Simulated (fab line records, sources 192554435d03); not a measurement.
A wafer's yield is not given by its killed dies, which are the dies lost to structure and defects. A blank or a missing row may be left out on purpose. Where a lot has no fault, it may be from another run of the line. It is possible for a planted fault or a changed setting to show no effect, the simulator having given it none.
Which of the tools did it? ; flow n5-finfet ; 24 lots, 72 wafers sampled, at 2 steps of a route of 1938

== WHAT EACH GAUGE READ, for each wafer ==
N5_BEOL_M1_INSPECT_30: inspects for defects (brightfield). Usual: raw-defect-count reads 397 (standard deviation 81).
lot;measured;on;raw-defect-count;flag
L074;day 5 23:31;defect-inspect-01;392 440 415;
L075;day 6 10:49;defect-inspect-01;474 359 412;
L076;day 6 11:34;defect-inspect-01;413 372 365;
L077;day 6 19:47;defect-inspect-01;445 350 480;
L078;day 7 07:25;defect-inspect-02;308 388 474;
L079;day 7 09:16;defect-inspect-01;321 429 413;
L081;day 8 01:32;defect-inspect-02;552 464 365;
L080;day 8 02:50;defect-inspect-01;409 391 283;
L082;day 8 06:21;defect-inspect-02;364 515 429;
L083;day 8 08:48;defect-inspect-02;526 526 558;
L084;day 8 21:26;defect-inspect-02;283 389 299;
L085;day 9 03:42;defect-inspect-01;327 307 335;
L086;day 9 03:57;defect-inspect-01;273 347 296;
L087;day 9 08:42;defect-inspect-02;374 456 413;
L088;day 9 18:00;defect-inspect-01;407 356 498;
L089;day 9 21:50;defect-inspect-02;468 449 352;
L090;day 10 03:19;defect-inspect-01;334 478 285;
L091;day 10 09:57;defect-inspect-01;457 291 348;
L092;day 10 22:29;defect-inspect-01;287 427 322;
L093;day 11 01:28;defect-inspect-02;358 334 435;
L094;day 11 08:12;defect-inspect-01;371 229 403;
L095;day 11 11:28;defect-inspect-02;352 360 395;
L096;day 11 20:05;defect-inspect-02;445 398 396;
L097;day 11 23:32;defect-inspect-02;348 373 314;

== TOOL THAT RAN EACH LOT (tool first, then ch and the chambers of the sampled wafers, then the start) ==
lot;N5_BEOL_M1_HM_DEP_02
L074;pvd-sputter-02, day 5 22:02
L075;pvd-sputter-02, day 6 09:05
L076;pvd-sputter-02, day 6 09:29
L077;pvd-sputter-03, day 6 18:05
L078;pvd-sputter-02, day 7 06:02
L079;pvd-sputter-03, day 7 07:46
L081;pvd-sputter-03, day 7 23:53
L080;pvd-sputter-02, day 8 01:22
L082;pvd-sputter-01, day 8 05:01
L083;pvd-sputter-01, day 8 07:13
L084;pvd-sputter-02, day 8 20:01
L085;pvd-sputter-03, day 9 02:18
L086;pvd-sputter-01, day 9 02:28
L087;pvd-sputter-01, day 9 07:04
L088;pvd-sputter-03, day 9 16:20
L089;pvd-sputter-02, day 9 20:20
L090;pvd-sputter-01, day 10 01:35
L091;pvd-sputter-03, day 10 08:19
L092;pvd-sputter-01, day 10 20:52
L093;pvd-sputter-03, day 10 23:59
L094;pvd-sputter-03, day 11 06:50
L095;pvd-sputter-01, day 11 09:44
L096;pvd-sputter-03, day 11 18:23
L097;pvd-sputter-02, day 11 22:01
- N5_BEOL_M1_HM_DEP_02: deposits TiN, target thk 20 nm.

== AS READ BY THE TOOLS THEMSELVES (means over the sampled wafers that have a number; for cases with no such wafer, the mark the record gives instead) ==
N5_BEOL_M1_HM_DEP_02. Usual: throttle-valve-pct reads 29.9 % (standard deviation 0.71).
lot;tool;throttle-valve-pct (%);flag
L074;pvd-sputter-02;29.9;
L075;pvd-sputter-02;30.7;
L076;pvd-sputter-02;29.7;
L077;pvd-sputter-03;29.4;
L078;pvd-sputter-02;29.7;
L079;pvd-sputter-03;30.0;
L081;pvd-sputter-03;29.9;
L080;pvd-sputter-02;30.0;
L082;pvd-sputter-01;30.4;
L083;pvd-sputter-01;30.2;
L084;pvd-sputter-02;29.7;
L085;pvd-sputter-03;29.3;
L086;pvd-sputter-01;30.4;
L087;pvd-sputter-01;30.3;
L088;pvd-sputter-03;30.0;
L089;pvd-sputter-02;30.2;
L090;pvd-sputter-01;30.1;
L091;pvd-sputter-03;30.1;
L092;pvd-sputter-01;30.2;
L093;pvd-sputter-03;29.0;
L094;pvd-sputter-03;29.6;
L095;pvd-sputter-01;30.4;
L096;pvd-sputter-03;29.9;
L097;pvd-sputter-02;29.8;

== THE ANSWER, worked out from the rows above alone ==
Rule: a lot is off if the mean of its wafers that have a number lies more than 3 standard deviations from the usual mean. Also off: a lot with no number at a reading for which 4 or more lots have one. Where the step has rows for the other lots, those lots are counted as sound. Order of review: gauges by route order, followed by the tools' own readings, for which a lot's mean as printed above is used. The first step at which some lot is off is used, and at that step the reading that is off furthest; a lot without a number counts as furthest.
Nothing can be told from this: no lot is off at any reading shown.

== WHAT WAS PUT IN BY THE SIMULATOR ==
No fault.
